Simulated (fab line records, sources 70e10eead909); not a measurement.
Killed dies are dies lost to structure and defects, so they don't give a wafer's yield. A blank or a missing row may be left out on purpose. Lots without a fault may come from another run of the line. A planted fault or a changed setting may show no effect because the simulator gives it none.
A struck lot beside a sound one | flow nand_harc | 15 steps out of a route of 1302
Sound: wafers L314.1, L314.2, L314.6. Struck: wafers L324.2, L324.3, L324.5. The cause comes at the end.
At each step with rows: each side's tool, then ch and its chambers, then its first start. Under that, the readings that differ: sound wafers | struck wafers | difference of the means | sigmas: that difference in standard deviations of wafers without a fault.
alike: readings whose means differ by less than 2 such deviations, and words and numbers that are the same on both sides. not compared: withheld readings, readings that some wafer has no value for, bounds like >300 that may hide the same value, and numbers for which the record gives no deviation and whose values overlap.
The two part at a step that has a row with sigmas, a row that says differs or no value, or rows on one side only. Numbers that don't overlap but have no deviation are shown without sigmas and don't part them. A reading that every wafer of one side lacks parts them only if that side has two wafers or more.

first, 1 step without rows for these wafers: NHARC_P_CONTACT_DESCUM_17 (chemistry O2, time 3 s).
NHARC_P_CONTACT_ETCH_35: etches the open film in CF4, target depth 39 nm, time 65 s.
  sound on rie_diel-06 ch 1,2,3, day 8 20:26; struck on rie_diel-01 ch 0,1,3, day 12 22:53
  alike: drypump_motor_current_A, oes_product_au, rf_vpp_V, showerhead_plenum_p_Torr, throttle_valve_pct
  not compared: rf_hours_counter_h
NHARC_P_CONTACT_ETCH_36: etches the open film in N2/H2, target depth 260 nm, time 406.25 s.
  sound on rie_diel-06 ch 1,2; struck on rie_diel-01 ch 0,1
  reading                         | sound          | struck         | difference | sigmas
  showerhead_plenum_p_Torr (Torr) | 1.99 2.20 2.20 | 1.90 1.97 1.90 | -0.21      | -2
  alike: drypump_motor_current_A, oes_product_au, rf_vpp_V, throttle_valve_pct
  not compared: rf_hours_counter_h
NHARC_P_CONTACT_ETCH_18: etches the open film in C4F8/O2/Ar, target depth 481 nm, time 240.5 s.
  sound on rie_diel-06 ch 0,3; struck on rie_diel-01 ch 0,3
  alike: oes_product_au, rf_vpp_V
  not compared: rf_hours_counter_h
then, 2 steps without rows for these wafers: NHARC_P_CONTACT_STRIP_37 (strips in C4F8/O2/Ar); NHARC_P_CONTACT_ETCH_31 (etches the open film in CH3F/O2, target depth 30 nm, time 85.7 s).
NHARC_P_CONTACT_CD_MEAS_19:
  sound on cd_sem-03, day 8 21:13; struck on cd_sem-02, day 12 23:40
  alike: cd_nm
then, 2 steps without rows for these wafers: NHARC_P_CONTACT_STRIP_28 (strips in O2); NHARC_P_CONTACT_STRIP_29 (strips in post etch residue remover, time 1200 s).
NHARC_P_CONTACT_DEGAS_38: time 60 s.
  sound on pvd_sputter-02, day 8 21:56; struck on pvd_sputter-03, day 13 00:23
  alike: heater_power_w
then, 2 steps without rows for these wafers: NHARC_P_CONTACT_PRE_CLEAN_39 (time 19.5 s); NHARC_P_CONTACT_PVD_32 (deposits Ti, target thk 5 nm, time 17.7 s).
NHARC_P_CONTACT_ALD_22: deposits TiN, target thk 3 nm, pulse time 1 s, ald cycles 150.
  sound on ald_metal-04 ch 0,2,3, day 8 22:12; struck on ald_metal-01 ch 0,3, day 13 00:40
  no value came back on the struck wafers for ald_cycles, heater_power_outer_w (W), heater_power_w (W), precursor_pulse_height_rel; on the sound wafers ald_cycles reads 150 150 150
NHARC_P_CONTACT_CVD_23: deposits W, target thk 200 nm, time 557 s.
  sound on cvd_w-02 ch 1; struck on cvd_w-02 ch 0,1
  reading            | sound       | struck      | difference | sigmas
  heater_power_w (W) | 385 399 388 | 394 541 530 | +98        | +2
  alike: chamber_pressure_Torr, throttle_valve_pct
-- the record jumps here: 19 days lie between the struck wafers' starts before and after (it left off in module P_CONTACT and takes up again in module END, whose first step shown is number 1302 of the route) --
NHARC_END_SORT_01:
  the record has rows for the struck wafers here (prober-01 ch 0, day 31 21:12) and none for the sound ones

WHERE THEY PART
First at NHARC_P_CONTACT_ETCH_36; last, within this record, at NHARC_END_SORT_01.

WHY: what the simulator had put in
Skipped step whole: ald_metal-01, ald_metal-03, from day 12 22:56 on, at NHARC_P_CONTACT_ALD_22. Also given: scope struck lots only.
